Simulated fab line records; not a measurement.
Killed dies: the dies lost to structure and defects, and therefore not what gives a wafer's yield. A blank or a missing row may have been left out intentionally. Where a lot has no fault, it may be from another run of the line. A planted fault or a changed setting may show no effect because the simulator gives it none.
fab line records | flow nand-harc
record lots=24 | wafers=72 | last-day=33
route steps=1302 shown P_M0@278 P_M1@306 P_M2@349 P_BONDPAD@352
lots that met no fault: from a run of the same line without faults
start-h: start of the lot's first displayed wafer, in hours after the record's first day | wait-h: time in hours since the lot's previous step | " unchanged from the row above | L1.1+2: a single row standing in for several wafers | - no value present, or no start provided | * or withheld: withheld | < > ~ a bound
route shown NAME@n: a module of which the file shows steps, and the number in the route of the first | usual: mean/standard deviation taken from wafers without a fault | same: alike in all rows | chamber/n: place in a boat | sites: each site's reading | _std_site: the standard deviation of these | _edge_site: mean of outer sites minus mean of inner sites | radius-mm: for every site, how far away it sits from the centre of the wafer | mask NAME#n: copy n | behind: the most recent tool/chamber to have shaped the wafer | hold: the reason the lot was held/the length of the hold in hours/how it ended | device: transistor that didn't switch, given as n, p or np | end of line: the route-end tests of the same wafers | step lacking rows: just its recipe | killed: count of dies lost to structure and defects at first sort (not the wafer's yield) | map: the dies of a wafer, with x for killed, . for not killed, _ for no die there
set.NAME: setting as actually run; set.NAME@STEP: the setting as run at that earlier step | model.NAME: the simulator's own value behind a step, which no gauge read
a sample of lots followed through the steps of the route, with each step as a table and each wafer as a row
services: a tool's chamber out of use, with start hour (start-h, from the record's first day; less than 0 if before it), hours out, and reason
## steps
# step NHARC_P_M0_CMP_23
# recipe t-overpolish-s=20 | target-thk-nm=117.54
# usual motor-current-A=11.9/1.1 | time-to-endpoint-s=28/3.2
lot.wafer | tool   | chamber | start-h | wait-h | motor-current-A | time-to-endpoint-s
L074.3    | cmp-04 | 1       | 129.15  | -      | 10.7            | 27
L074.1    | "      | 2       | "       | "      | 11.0            | 26
L074.6    | "      | 1       | "       | "      | 10.9            | 27
L075.2    | cmp-01 | 2       | 129.63  | -      | 10.4            | 29
L075.4    | "      | 3       | "       | "      | 11.9            | 30
L075.6    | "      | 1       | "       | "      | 10.8            | 31
L076.4    | cmp-04 | 2       | 142.47  | -      | 11.2            | 27
L076.6    | "      | 3       | "       | "      | 12.8            | 27
L076.5    | "      | 0       | "       | "      | 13.5            | 34
L077.1    | cmp-04 | 2       | 157.41  | -      | 11.3            | 26
L077.6    | "      | 1       | "       | "      | 11.3            | 24
L077.5    | "      | 2       | "       | "      | 11.5            | 26
L078.1    | cmp-01 | 2       | 164.06  | -      | 9.8             | 27
L078.3    | "      | 0       | "       | "      | 13.0            | 26
L078.5    | "      | 2       | "       | "      | 10.5            | 27
L079.1    | cmp-01 | 2       | 170.99  | -      | 10.9            | 26
L079.3    | "      | 1       | "       | "      | 10.4            | 30
L079.5    | "      | 2       | "       | "      | 10.8            | 28
L080.4    | cmp-04 | 3       | 187.80  | -      | 12.8            | 27
L080.5    | "      | 1       | "       | "      | 11.2            | 28
L080.6    | "      | 2       | "       | "      | 11.1            | 27
L081.4    | cmp-01 | 0       | 204.16  | -      | 12.9            | 26
L081.1    | "      | 2       | "       | "      | 10.4            | 25
L081.5    | "      | 0       | "       | "      | 12.8            | 24
L082.1    | cmp-03 | 0       | 208.27  | -      | 11.4            | 30
L082.4    | "      | 1       | "       | "      | 12.5            | 26
L082.5    | "      | 3       | "       | "      | 12.5            | 25
L083.2    | cmp-03 | 0       | 217.85  | -      | 11.2            | 30
L083.3    | "      | 1       | "       | "      | 11.7            | 24
L083.6    | "      | 3       | "       | "      | 12.0            | 25
L084.1    | cmp-01 | 0       | 235.73  | -      | 12.6            | 28
L084.6    | "      | 1       | "       | "      | 10.7            | 29
L084.5    | "      | 2       | "       | "      | 10.2            | 28
L085.2    | cmp-03 | 0       | 237.75  | -      | 11.7            | 30
L085.3    | "      | 3       | "       | "      | 11.8            | 26
L085.6    | "      | 0       | "       | "      | 11.9            | 33
L087.1    | cmp-04 | 0       | 249.18  | -      | 14.0            | 37
L087.6    | "      | 0       | "       | "      | 13.5            | 36
L087.5    | "      | 1       | "       | "      | 11.0            | 28
L086.3    | cmp-04 | 1       | 249.75  | -      | 10.8            | 28
L086.1    | "      | 2       | "       | "      | 10.8            | 26
L086.5    | "      | 3       | "       | "      | 13.5            | 26
L089.2    | cmp-03 | 2       | 266.04  | -      | 11.6            | 22
L089.4    | "      | 1       | "       | "      | 11.7            | 23
L089.5    | "      | 3       | "       | "      | 12.4            | 24
L088.4    | cmp-03 | 1       | 266.83  | -      | 12.9            | 25
L088.3    | "      | 2       | "       | "      | 12.2            | 27
L088.1    | "      | 3       | "       | "      | 12.1            | 24
L090.2    | cmp-01 | 1       | 287.92  | -      | 11.0            | 31
L090.3    | "      | 2       | "       | "      | 10.8            | 30
L090.6    | "      | 1       | "       | "      | 11.0            | 31
L091.1    | cmp-04 | 2       | 289.30  | -      | 10.6            | 27
L091.4    | "      | 3       | "       | "      | 13.6            | 25
L091.5    | "      | 2       | "       | "      | 11.5            | 26
L092.4    | cmp-01 | 0       | 305.71  | -      | 13.1            | 28
L092.2    | "      | 1       | "       | "      | 11.1            | 32
L092.1    | "      | 2       | "       | "      | 10.1            | 26
L093.4    | cmp-03 | 1       | 310.36  | -      | 11.7            | 26
L093.2    | "      | 3       | "       | "      | 12.4            | 27
L093.6    | "      | 1       | "       | "      | 11.7            | 26
L094.3    | cmp-04 | 1       | 322.73  | -      | 10.2            | 22
L094.2    | "      | 2       | "       | "      | 11.2            | 25
L094.5    | "      | 3       | "       | "      | 12.9            | 21
L095.4    | cmp-03 | 0       | 339.56  | -      | 11.7            | 33
L095.3    | "      | 2       | "       | "      | 12.1            | 27
L095.5    | "      | 3       | "       | "      | 12.1            | 29
L097.3    | cmp-03 | 1       | 350.03  | -      | 12.2            | 27
L097.2    | "      | 2       | "       | "      | 12.2            | 28
L097.5    | "      | 0       | "       | "      | 11.7            | 31
L096.2    | cmp-04 | 2       | 350.27  | -      | 11.8            | 29
L096.3    | "      | 3       | "       | "      | 12.7            | 26
L096.5    | "      | 3       | "       | "      | 13.6            | 27
# step NHARC_P_M1_PRE_CLEAN_30
# recipe time-s=30 | temp-c=280 | gas=H2/He
# usual heater-power-w=415/34
lot.wafer | tool           | chamber | start-h | wait-h | heater-power-w
L074.1    | pvd-sputter-03 | -       | -       | -      | 389
L074.3    | "              | -       | "       | "      | 369
L074.6    | "              | -       | "       | "      | 367
L075.2    | pvd-sputter-01 | -       | -       | -      | 411
L075.4    | "              | -       | "       | "      | 391
L075.6    | "              | -       | "       | "      | 470
L076.4    | pvd-sputter-03 | -       | -       | -      | 409
L076.5    | "              | -       | "       | "      | 386
L076.6    | "              | -       | "       | "      | 394
L077.1    | pvd-sputter-01 | -       | -       | -      | 386
L077.6    | "              | -       | "       | "      | 455
L077.5    | "              | -       | "       | "      | 391
L078.1    | pvd-sputter-01 | -       | -       | -      | 383
L078.3    | "              | -       | "       | "      | 404
L078.5    | "              | -       | "       | "      | 422
L079.1    | pvd-sputter-01 | -       | -       | -      | 417
L079.3    | "              | -       | "       | "      | 389
L079.5    | "              | -       | "       | "      | 462
L080.4    | pvd-sputter-03 | -       | -       | -      | 413
L080.5    | "              | -       | "       | "      | 401
L080.6    | "              | -       | "       | "      | 370
L081.1    | pvd-sputter-03 | -       | -       | -      | 369
L081.4    | "              | -       | "       | "      | 402
L081.5    | "              | -       | "       | "      | 402
L082.1    | pvd-sputter-01 | -       | -       | -      | 462
L082.4    | "              | -       | "       | "      | 430
L082.5    | "              | -       | "       | "      | 403
L083.2    | pvd-sputter-02 | -       | -       | -      | 442
L083.3    | "              | -       | "       | "      | 376
L083.6    | "              | -       | "       | "      | 455
L084.1    | pvd-sputter-01 | -       | -       | -      | 436
L084.6    | "              | -       | "       | "      | 443
L084.5    | "              | -       | "       | "      | 409
L085.2    | pvd-sputter-01 | -       | -       | -      | 464
L085.3    | "              | -       | "       | "      | 394
L085.6    | "              | -       | "       | "      | 402
L087.1    | pvd-sputter-01 | -       | -       | -      | 460
L087.5    | "              | -       | "       | "      | 430
L087.6    | "              | -       | "       | "      | 396
L086.3    | pvd-sputter-03 | -       | -       | -      | 371
L086.1    | "              | -       | "       | "      | 397
L086.5    | "              | -       | "       | "      | 359
L089.4    | pvd-sputter-01 | -       | -       | -      | 397
L089.2    | "              | -       | "       | "      | 461
L089.5    | "              | -       | "       | "      | 402
L088.1    | pvd-sputter-03 | -       | -       | -      | 394
L088.4    | "              | -       | "       | "      | 399
L088.3    | "              | -       | "       | "      | 366
L090.2    | pvd-sputter-01 | -       | -       | -      | 397
L090.3    | "              | -       | "       | "      | 434
L090.6    | "              | -       | "       | "      | 438
L091.4    | pvd-sputter-02 | -       | -       | -      | 477
L091.1    | "              | -       | "       | "      | 461
L091.5    | "              | -       | "       | "      | 387
L092.2    | pvd-sputter-03 | -       | -       | -      | 371
L092.1    | "              | -       | "       | "      | 404
L092.4    | "              | -       | "       | "      | 366
L093.4    | pvd-sputter-02 | -       | -       | -      | 444
L093.2    | "              | -       | "       | "      | 486
L093.6    | "              | -       | "       | "      | 393
L094.3    | pvd-sputter-01 | -       | -       | -      | 404
L094.2    | "              | -       | "       | "      | 390
L094.5    | "              | -       | "       | "      | 403
L095.3    | pvd-sputter-03 | -       | -       | -      | 367
L095.4    | "              | -       | "       | "      | 370
L095.5    | "              | -       | "       | "      | 402
L097.3    | pvd-sputter-01 | -       | -       | -      | 472
L097.2    | "              | -       | "       | "      | 402
L097.5    | "              | -       | "       | "      | 469
L096.3    | pvd-sputter-02 | -       | -       | -      | 454
L096.2    | "              | -       | "       | "      | 466
L096.5    | "              | -       | "       | "      | 489
# step NHARC_P_M1_THK_MEAS_24
# recipe thk-meas-gauge=xrf
# usual thk-nm=157.8/1.8
lot.wafer | tool          | chamber | start-h | wait-h | thk-nm
L074.1    | film-metro-01 | -       | 133.49  | -      | 158.8
L074.3    | "             | -       | "       | "      | 157.7
L074.6    | "             | -       | "       | "      | 158.7
L075.2    | film-metro-02 | -       | 133.92  | -      | 155.3
L075.4    | "             | -       | "       | "      | 158.9
L075.6    | "             | -       | "       | "      | 157.5
L076.4    | film-metro-01 | -       | 147.00  | -      | 158.2
L076.5    | "             | -       | "       | "      | 157.9
L076.6    | "             | -       | "       | "      | 156.8
L077.1    | film-metro-02 | -       | 162.43  | -      | 157.9
L077.5    | "             | -       | "       | "      | 156.6
L077.6    | "             | -       | "       | "      | 157.2
L078.1    | film-metro-02 | -       | 168.55  | -      | 155.3
L078.3    | "             | -       | "       | "      | 158.6
L078.5    | "             | -       | "       | "      | 156.9
L079.1    | film-metro-02 | -       | 175.46  | -      | 156.9
L079.3    | "             | -       | "       | "      | 158.2
L079.5    | "             | -       | "       | "      | 154.2
L080.4    | film-metro-02 | -       | 192.08  | -      | 160.8
L080.5    | "             | -       | "       | "      | 158.2
L080.6    | "             | -       | "       | "      | 161.1
L081.1    | film-metro-02 | -       | 208.62  | -      | 156.9
L081.4    | "             | -       | "       | "      | 155.8
L081.5    | "             | -       | "       | "      | 157.0
L082.1    | film-metro-02 | -       | 212.57  | -      | 160.3
L082.4    | "             | -       | "       | "      | 156.4
L082.5    | "             | -       | "       | "      | 157.5
L083.2    | film-metro-01 | -       | 222.29  | -      | 160.4
L083.3    | "             | -       | "       | "      | 158.8
L083.6    | "             | -       | "       | "      | 160.8
L084.1    | film-metro-01 | -       | 240.30  | -      | 157.5
L084.5    | "             | -       | "       | "      | 154.1
L084.6    | "             | -       | "       | "      | 157.1
L085.2    | film-metro-02 | -       | 242.18  | -      | 160.5
L085.3    | "             | -       | "       | "      | 159.5
L085.6    | "             | -       | "       | "      | 158.5
L087.1    | film-metro-02 | -       | 253.83  | -      | 159.0
L087.5    | "             | -       | "       | "      | 161.5
L087.6    | "             | -       | "       | "      | 158.7
L086.1    | film-metro-01 | -       | 254.64  | -      | 158.7
L086.3    | "             | -       | "       | "      | 156.6
L086.5    | "             | -       | "       | "      | 156.2
L089.2    | film-metro-02 | -       | 270.51  | -      | 157.0
L089.4    | "             | -       | "       | "      | 156.4
L089.5    | "             | -       | "       | "      | 156.1
L088.1    | film-metro-01 | -       | 271.66  | -      | 158.5
L088.3    | "             | -       | "       | "      | 160.0
L088.4    | "             | -       | "       | "      | 160.1
L090.2    | film-metro-02 | -       | 292.36  | -      | 156.5
L090.3    | "             | -       | "       | "      | 159.9
L090.6    | "             | -       | "       | "      | 159.7
L091.1    | film-metro-01 | -       | 293.76  | -      | 158.4
L091.4    | "             | -       | "       | "      | 159.4
L091.5    | "             | -       | "       | "      | 157.8
L092.1    | film-metro-01 | -       | 310.19  | -      | 156.4
L092.2    | "             | -       | "       | "      | 158.5
L092.4    | "             | -       | "       | "      | 156.5
L093.2    | film-metro-02 | -       | 315.31  | -      | 159.7
L093.4    | "             | -       | "       | "      | 155.5
L093.6    | "             | -       | "       | "      | 158.2
L094.2    | film-metro-02 | -       | 327.32  | -      | 157.3
L094.3    | "             | -       | "       | "      | 158.3
L094.5    | "             | -       | "       | "      | 157.0
L095.3    | film-metro-01 | -       | 344.00  | -      | 157.2
L095.4    | "             | -       | "       | "      | 156.2
L095.5    | "             | -       | "       | "      | 158.8
L097.2    | film-metro-02 | -       | 354.37  | -      | 159.5
L097.3    | "             | -       | "       | "      | 154.6
L097.5    | "             | -       | "       | "      | 158.2
L096.2    | film-metro-01 | -       | 354.72  | -      | 158.6
L096.3    | "             | -       | "       | "      | 154.4
L096.5    | "             | -       | "       | "      | 158.3
# step NHARC_P_M2_PRE_CLEAN_32
# recipe time-s=12 | temp-c=370 | rf-power-w=300 | gas=NH3
# usual heater-power-outer-w=377/51 | heater-power-w=642/78 | rf-fwd-power-W=292.7/0.91
lot.wafer | tool     | chamber | start-h | wait-h | heater-power-outer-w | heater-power-w | rf-fwd-power-W
L074.3    | pecvd-02 | 1       | 137.91  | 0.1    | 484                  | 802            | 293.2
L074.1    | "        | 0       | "       | "      | 308                  | 525            | 292.3
L074.6    | "        | 0       | "       | "      | 296                  | 500            | 293.9
L075.2    | pecvd-04 | 0       | 138.36  | 0.1    | 321                  | 563            | 293.4
L075.4    | "        | 0       | "       | "      | 328                  | 567            | 293.1
L075.6    | "        | 2       | "       | "      | 477                  | 756            | 292.4
L076.5    | pecvd-02 | 0       | 151.52  | 0.1    | 314                  | 561            | 292.9
L076.4    | "        | 1       | "       | "      | 446                  | 755            | 292.8
L076.6    | "        | 2       | "       | "      | 379                  | 651            | 291.8
L077.1    | pecvd-04 | 1       | 166.85  | 0.1    | 340                  | 597            | 292.7
L077.5    | "        | 1       | "       | "      | 338                  | 615            | 292.1
L077.6    | "        | 2       | "       | "      | 455                  | 738            | 293.6
L078.1    | pecvd-02 | 0       | 172.98  | 0.1    | 340                  | 594            | 291.9
L078.3    | "        | 1       | "       | "      | 489                  | 826            | 292.8
L078.5    | "        | 2       | "       | "      | 407                  | 690            | 291.4
L079.3    | pecvd-03 | 0       | 179.83  | 0.1    | 431                  | 715            | 292.2
L079.1    | "        | 1       | "       | "      | 391                  | 652            | 292.3
L079.5    | "        | 0       | "       | "      | 432                  | 714            | 292.3
L080.5    | pecvd-04 | 0       | 196.35  | 0.1    | 314                  | 548            | 293.8
L080.6    | "        | 1       | "       | "      | 361                  | 608            | 291.8
L080.4    | "        | 2       | "       | "      | 420                  | 687            | 291.7
L081.1    | pecvd-03 | 1       | 213.13  | 0.3    | 396                  | 652            | 292.8
L081.4    | "        | 0       | "       | "      | 381                  | 648            | 291.8
L081.5    | "        | 2       | "       | "      | 373                  | 622            | 292.4
L082.1    | pecvd-03 | 0       | 216.95  | 0.1    | 391                  | 640            | 292.9
L082.4    | "        | 2       | "       | "      | 395                  | 643            | 292.4
L082.5    | "        | 0       | "       | "      | 378                  | 641            | 292.9
L083.3    | pecvd-03 | 1       | 226.65  | 0.1    | 376                  | 610            | 292.6
L083.2    | "        | 2       | "       | "      | 320                  | 552            | 292.9
L083.6    | "        | 0       | "       | "      | 395                  | 656            | 292.9
L084.1    | pecvd-04 | 2       | 244.64  | 0.1    | 427                  | 672            | 292.0
L084.5    | "        | 1       | "       | "      | 351                  | 588            | 292.7
L084.6    | "        | 2       | "       | "      | 425                  | 704            | 292.9
L085.2    | pecvd-04 | 2       | 246.57  | 0.1    | 388                  | 642            | 291.5
L085.3    | "        | 0       | "       | "      | 361                  | 616            | 293.2
L085.6    | "        | 0       | "       | "      | 357                  | 618            | 293.9
L087.1    | pecvd-04 | 1       | 258.23  | 0.1    | 347                  | 623            | 293.3
L087.5    | "        | 0       | "       | "      | 303                  | 526            | 293.3
L087.6    | "        | 1       | "       | "      | 349                  | 605            | 293.7
L086.1    | pecvd-04 | 0       | 259.21  | 0.1    | 354                  | 620            | 293.2
L086.3    | "        | 0       | "       | "      | 355                  | 613            | 291.7
L086.5    | "        | 0       | "       | "      | 375                  | 606            | 291.4
L089.2    | pecvd-02 | 0       | 274.78  | 0.1    | 365                  | 617            | 293.0
L089.5    | "        | 2       | "       | "      | 369                  | 655            | 292.4
L089.4    | "        | 0       | "       | "      | 364                  | 619            | 292.8
L088.3    | pecvd-02 | 2       | 276.07  | 0.1    | 298                  | 548            | 291.8
L088.1    | "        | 0       | "       | "      | 366                  | 603            | 291.3
L088.4    | "        | 1       | "       | "      | 462                  | 793            | 293.2
L090.3    | pecvd-02 | 0       | 296.85  | 0.1    | 368                  | 635            | 293.1
L090.2    | "        | 2       | "       | "      | 312                  | 563            | 291.5
L090.6    | "        | 1       | "       | "      | 419                  | 749            | 293.5
L091.1    | pecvd-02 | 1       | 298.28  | 0.1    | 503                  | 834            | 292.7
L091.4    | "        | 1       | "       | "      | 487                  | 852            | 293.9
L091.5    | "        | 0       | "       | "      | 359                  | 579            | 291.4
L092.1    | pecvd-02 | 0       | 314.94  | 0.1    | 353                  | 583            | 294.4
L092.2    | "        | 2       | "       | "      | 365                  | 645            | 292.1
L092.4    | "        | 0       | "       | "      | 358                  | 588            | 292.6
L093.2    | pecvd-04 | 1       | 319.92  | 0.1    | 374                  | 627            | 291.9
L093.4    | "        | 0       | "       | "      | 338                  | 580            | 293.0
L093.6    | "        | 2       | "       | "      | 439                  | 701            | 293.3
L094.2    | pecvd-02 | 2       | 331.59  | 0.1    | 319                  | 562            | 292.4
L094.3    | "        | 0       | "       | "      | 317                  | 538            | 293.0
L094.5    | "        | 2       | "       | "      | 337                  | 595            | 293.1
L095.3    | pecvd-02 | 0       | 348.46  | 0.1    | 361                  | 611            | 292.5
L095.5    | "        | 0       | "       | "      | 363                  | 605            | 292.2
L095.4    | "        | 1       | "       | "      | 478                  | 815            | 291.7
L097.2    | pecvd-03 | 1       | 358.86  | 0.1    | 410                  | 667            | 293.1
L097.3    | "        | 2       | "       | "      | 353                  | 597            | 292.3
L097.5    | "        | 2       | "       | "      | 357                  | 593            | 292.3
L096.2    | pecvd-04 | 1       | 359.10  | 0.1    | 353                  | 613            | 292.0
L096.3    | "        | 0       | "       | "      | 338                  | 587            | 293.4
L096.5    | "        | 0       | "       | "      | 336                  | 587            | 291.5
# step NHARC_P_BONDPAD_CMP_32
# recipe target-thk-nm=200 | material=SiCN
# usual motor-current-A=12.0/0.91
lot.wafer | tool   | chamber | start-h | wait-h | motor-current-A
L074.3    | cmp-04 | 2       | 138.80  | -      | 11.0
L074.1    | "      | 0       | "       | "      | 13.5
L074.6    | "      | 2       | "       | "      | 11.1
L075.4    | cmp-03 | 0       | 139.25  | -      | 11.6
L075.2    | "      | 2       | "       | "      | 11.7
L075.6    | "      | 1       | "       | "      | 12.4
L076.4    | cmp-03 | 2       | 152.40  | -      | 12.3
L076.6    | "      | 1       | "       | "      | 12.3
L076.5    | "      | 2       | "       | "      | 11.1
L077.1    | cmp-03 | 3       | 167.74  | -      | 12.6
L077.6    | "      | 3       | "       | "      | 11.9
L077.5    | "      | 0       | "       | "      | 11.3
L078.1    | cmp-03 | 2       | 173.90  | -      | 11.6
L078.3    | "      | 3       | "       | "      | 12.0
L078.5    | "      | 2       | "       | "      | 12.0
L079.3    | cmp-02 | 0       | 180.87  | 0.4    | 11.4
L079.1    | "      | 2       | "       | "      | 11.4
L079.5    | "      | 3       | "       | "      | 12.4
L080.4    | cmp-02 | 1       | 197.26  | -      | 12.6
L080.6    | "      | 2       | "       | "      | 11.4
L080.5    | "      | 3       | "       | "      | 12.2
L081.1    | cmp-04 | 3       | 214.00  | -      | 13.1
L081.4    | "      | 1       | "       | "      | 10.7
L081.5    | "      | 0       | "       | "      | 13.5
L082.4    | cmp-04 | 1       | 217.82  | -      | 11.0
L082.1    | "      | 0       | "       | "      | 13.5
L082.5    | "      | 2       | "       | "      | 11.3
L083.3    | cmp-03 | 0       | 227.57  | -      | 11.6
L083.2    | "      | 2       | "       | "      | 11.0
L083.6    | "      | 0       | "       | "      | 11.7
L084.1    | cmp-04 | 0       | 245.61  | -      | 13.4
L084.5    | "      | 1       | "       | "      | 10.8
L084.6    | "      | 2       | "       | "      | 11.1
L085.2    | cmp-04 | 1       | 247.46  | -      | 11.0
L085.3    | "      | 0       | "       | "      | 13.8
L085.6    | "      | 1       | "       | "      | 10.7
L087.1    | cmp-04 | 0       | 259.33  | -      | 13.8
L087.6    | "      | 2       | "       | "      | 10.9
L087.5    | "      | 3       | "       | "      | 12.9
L086.1    | cmp-04 | 2       | 260.26  | -      | 10.7
L086.3    | "      | 1       | "       | "      | 11.2
L086.5    | "      | 3       | "       | "      | 13.1
L089.4    | cmp-02 | 2       | 275.75  | -      | 11.5
L089.2    | "      | 3       | "       | "      | 12.6
L089.5    | "      | 1       | "       | "      | 13.1
L088.4    | cmp-04 | 2       | 276.98  | -      | 11.0
L088.3    | "      | 0       | "       | "      | 13.5
L088.1    | "      | 1       | "       | "      | 10.4
L090.2    | cmp-02 | 0       | 297.78  | -      | 11.3
L090.3    | "      | 1       | "       | "      | 12.9
L090.6    | "      | 3       | "       | "      | 12.5
L091.4    | cmp-04 | 2       | 299.21  | -      | 10.6
L091.1    | "      | 0       | "       | "      | 14.8
L091.5    | "      | 1       | "       | "      | 10.5
L092.4    | cmp-03 | 1       | 316.01  | -      | 11.6
L092.2    | "      | 2       | "       | "      | 11.8
L092.1    | "      | 0       | "       | "      | 11.2
L093.4    | cmp-03 | 0       | 320.81  | -      | 11.5
L093.2    | "      | 2       | "       | "      | 12.2
L093.6    | "      | 0       | "       | "      | 11.7
L094.3    | cmp-02 | 3       | 332.49  | -      | 13.2
L094.2    | "      | 0       | "       | "      | 11.1
L094.5    | "      | 2       | "       | "      | 11.2
L095.4    | cmp-02 | 3       | 349.38  | -      | 12.5
L095.3    | "      | 2       | "       | "      | 11.9
L095.5    | "      | 3       | "       | "      | 13.2
L097.3    | cmp-04 | 3       | 359.75  | -      | 13.1
L097.2    | "      | 0       | "       | "      | 14.4
L097.5    | "      | 2       | "       | "      | 11.5
L096.3    | cmp-02 | 0       | 359.97  | -      | 11.8
L096.2    | "      | 2       | "       | "      | 11.2
L096.5    | "      | 0       | "       | "      | 11.3
# step NHARC_P_BONDPAD_PVD_17
# recipe target-thk-a=50 | bias-v=168.6 | power-w=15000 | chamber-pressure-pa=0.12 | time-s=8.06 | substrate-temp-c=50 | material=TaN
# usual throttle-valve-pct=29.9/1.3
lot.wafer | tool           | chamber | start-h | wait-h | throttle-valve-pct
L074.1    | pvd-sputter-01 | -       | -       | -      | 29.2
L074.3    | "              | -       | "       | "      | 30.4
L074.6    | "              | -       | "       | "      | 30.6
L075.4    | pvd-sputter-01 | -       | -       | -      | 29.3
L075.2    | "              | -       | "       | "      | 30.3
L075.6    | "              | -       | "       | "      | 30.0
L076.4    | pvd-sputter-01 | -       | -       | -      | 29.2
L076.5    | "              | -       | "       | "      | 29.4
L076.6    | "              | -       | "       | "      | 30.7
L077.1    | pvd-sputter-03 | -       | -       | -      | 29.5
L077.5    | "              | -       | "       | "      | 32.4
L077.6    | "              | -       | "       | "      | 29.4
L078.1    | pvd-sputter-01 | -       | -       | -      | 28.0
L078.3    | "              | -       | "       | "      | 30.1
L078.5    | "              | -       | "       | "      | 30.7
L079.1    | pvd-sputter-03 | -       | -       | -      | 31.4
L079.3    | "              | -       | "       | "      | 32.4
L079.5    | "              | -       | "       | "      | 31.4
L080.4    | pvd-sputter-01 | -       | -       | -      | 30.1
L080.5    | "              | -       | "       | "      | 27.7
L080.6    | "              | -       | "       | "      | 29.9
L081.1    | pvd-sputter-02 | -       | -       | -      | 30.3
L081.4    | "              | -       | "       | "      | 27.0
L081.5    | "              | -       | "       | "      | 30.3
L082.1    | pvd-sputter-01 | -       | -       | -      | 29.2
L082.4    | "              | -       | "       | "      | 28.1
L082.5    | "              | -       | "       | "      | 30.4
L083.2    | pvd-sputter-03 | -       | -       | -      | 28.0
L083.3    | "              | -       | "       | "      | 30.3
L083.6    | "              | -       | "       | "      | 31.7
L084.1    | pvd-sputter-01 | -       | -       | -      | 28.6
L084.5    | "              | -       | "       | "      | 28.7
L084.6    | "              | -       | "       | "      | 30.7
L085.2    | pvd-sputter-02 | -       | -       | -      | 30.4
L085.3    | "              | -       | "       | "      | 30.4
L085.6    | "              | -       | "       | "      | 30.1
L087.1    | pvd-sputter-01 | -       | -       | -      | 30.8
L087.5    | "              | -       | "       | "      | 29.0
L087.6    | "              | -       | "       | "      | 30.7
L086.3    | pvd-sputter-02 | -       | -       | -      | 30.2
L086.1    | "              | -       | "       | "      | 30.4
L086.5    | "              | -       | "       | "      | 30.3
L089.2    | pvd-sputter-02 | -       | -       | -      | 30.2
L089.4    | "              | -       | "       | "      | 30.1
L089.5    | "              | -       | "       | "      | 26.9
L088.3    | pvd-sputter-02 | -       | -       | -      | 30.3
L088.1    | "              | -       | "       | "      | 30.5
L088.4    | "              | -       | "       | "      | 27.0
L090.2    | pvd-sputter-03 | -       | -       | -      | 32.4
L090.3    | "              | -       | "       | "      | 30.4
L090.6    | "              | -       | "       | "      | 32.3
L091.4    | pvd-sputter-01 | -       | -       | -      | 29.2
L091.1    | "              | -       | "       | "      | 29.8
L091.5    | "              | -       | "       | "      | 28.7
L092.2    | pvd-sputter-03 | -       | -       | -      | 32.2
L092.4    | "              | -       | "       | "      | 31.8
L092.1    | "              | -       | "       | "      | 28.2
L093.4    | pvd-sputter-03 | -       | -       | -      | 32.3
L093.2    | "              | -       | "       | "      | 31.5
L093.6    | "              | -       | "       | "      | 30.5
L094.2    | pvd-sputter-01 | -       | -       | -      | 28.8
L094.3    | "              | -       | "       | "      | 30.4
L094.5    | "              | -       | "       | "      | 29.3
L095.3    | pvd-sputter-02 | -       | -       | -      | 30.5
L095.4    | "              | -       | "       | "      | 29.5
L095.5    | "              | -       | "       | "      | 30.7
L097.2    | pvd-sputter-02 | -       | -       | -      | 30.4
L097.3    | "              | -       | "       | "      | 29.6
L097.5    | "              | -       | "       | "      | 30.6
L096.3    | pvd-sputter-01 | -       | -       | -      | 28.7
L096.2    | "              | -       | "       | "      | 30.5
L096.5    | "              | -       | "       | "      | 30.2
## services
tool           | chamber | start-h | hours | kind
cmp-04         | -       | 109.39  | 0.5   | repair
cmp-04         | -       | 111.00  | 4.0   | pm
pvd-sputter-01 | -       | 114.96  | 9.8   | repair
pvd-sputter-02 | -       | 115.66  | 2.8   | repair
pvd-sputter-02 | -       | 130.63  | 14.1  | repair
cmp-03         | -       | 162.07  | 4.0   | pm
pvd-sputter-03 | -       | 170.00  | 10.0  | pm
pecvd-02       | 1       | 176.22  | 12.1  | repair
cmp-04         | -       | 177.39  | 2.7   | repair
cmp-04         | -       | 198.02  | 0.3   | repair
pvd-sputter-03 | -       | 201.48  | 1.6   | repair
cmp-04         | -       | 209.00  | 4.0   | pm
pvd-sputter-01 | -       | 226.00  | 10.0  | pm
cmp-04         | -       | 226.40  | 1.3   | repair
cmp-04         | -       | 228.16  | 2.2   | repair
cmp-03         | -       | 248.45  | 5.3   | repair
pvd-sputter-03 | -       | 257.14  | 2.1   | repair
cmp-03         | -       | 260.08  | 4.0   | pm
pvd-sputter-03 | -       | 261.61  | 3.9   | repair
pvd-sputter-02 | -       | 282.00  | 10.0  | pm
cmp-04         | -       | 307.00  | 4.0   | pm
cmp-04         | -       | 328.92  | 6.4   | repair
pvd-sputter-03 | -       | 348.00  | 10.0  | pm
cmp-03         | -       | 358.08  | 4.0   | pm
## key
fault none
